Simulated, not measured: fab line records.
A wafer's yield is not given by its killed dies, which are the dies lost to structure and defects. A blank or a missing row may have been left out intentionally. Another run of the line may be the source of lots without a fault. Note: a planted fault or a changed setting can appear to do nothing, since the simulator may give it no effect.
Which tool is to blame?    flow n5 finfet    Sampling: 12 lots, 36 wafers, 2 of 1938 route steps

WHAT THE GAUGES READ, wafer by wafer
N5_BEOL_M0_SAQP_CD_MEAS_14 targets a cd of 42.5 nm.
lot   measured      on         cd nm (nm)
L076  day 6 03:38   cd sem-03  42.6 41.9 42.9
L077  day 6 09:34   cd sem-03  42.6 41.9 42.5
L079  day 7 04:04   cd sem-01  42.1 42.8 42.8
L083  day 7 23:52   cd sem-03  42.7 42.7 42.4
L084  day 8 05:49   cd sem-03  42.1 42.4 42.1
L085  day 8 13:27   cd sem-02  42.3 42.7 42.6
L087  day 9 00:38   cd sem-02  41.9 42.0 42.1
L089  day 9 06:34   cd sem-03  42.2 42.4 42.6
L091  day 9 15:27   cd sem-01  42.3 42.0 42.6
L093  day 10 11:08  cd sem-03  41.8 41.9 41.8
L095  day 10 19:05  cd sem-02  41.8 42.1 42.7
L097  day 11 13:05  cd sem-03  42.5 42.9 42.4

TOOL THAT RAN EACH LOT (tool first, then ch and the chambers of the sampled wafers, then the start)
lot   N5_BEOL_M0_SAQP_HM_DEP_02
L076  pvd sputter-01, day 6 02:56
L077  pvd sputter-02, day 6 08:44
L079  pvd sputter-01, day 7 03:23
L083  pvd sputter-02, day 7 23:02
L084  pvd sputter-02, day 8 05:07
L085  pvd sputter-03, day 8 12:45
L087  pvd sputter-02, day 8 23:49
L089  pvd sputter-02, day 9 05:45
L091  pvd sputter-02, day 9 14:38
L093  pvd sputter-03, day 10 10:19
L095  pvd sputter-02, day 10 18:23
L097  pvd sputter-03, day 11 12:15
- N5_BEOL_M0_SAQP_HM_DEP_02: deposits TiN, target thk 12 nm.

THE ANSWER, worked out from the rows above alone
Rule: what is usual is taken from the lots themselves. The widest of any qualifying gaps counts: lots, ordered by their means at a reading, are off when they make up no more than a third of the lots, leave a main group of 4 or more, and stand apart from it by 3 or more times the standard deviation of that group's means. Not used: any main group whose means are identical at the precision the tables above print for the reading. A lot without any number at a reading at which 4 lots or more have one is off too. Where the step has rows for the other lots, those lots are counted as sound.
No lot is off at any reading shown: from this, nothing can be told.

WHAT WAS PUT IN BY THE SIMULATOR
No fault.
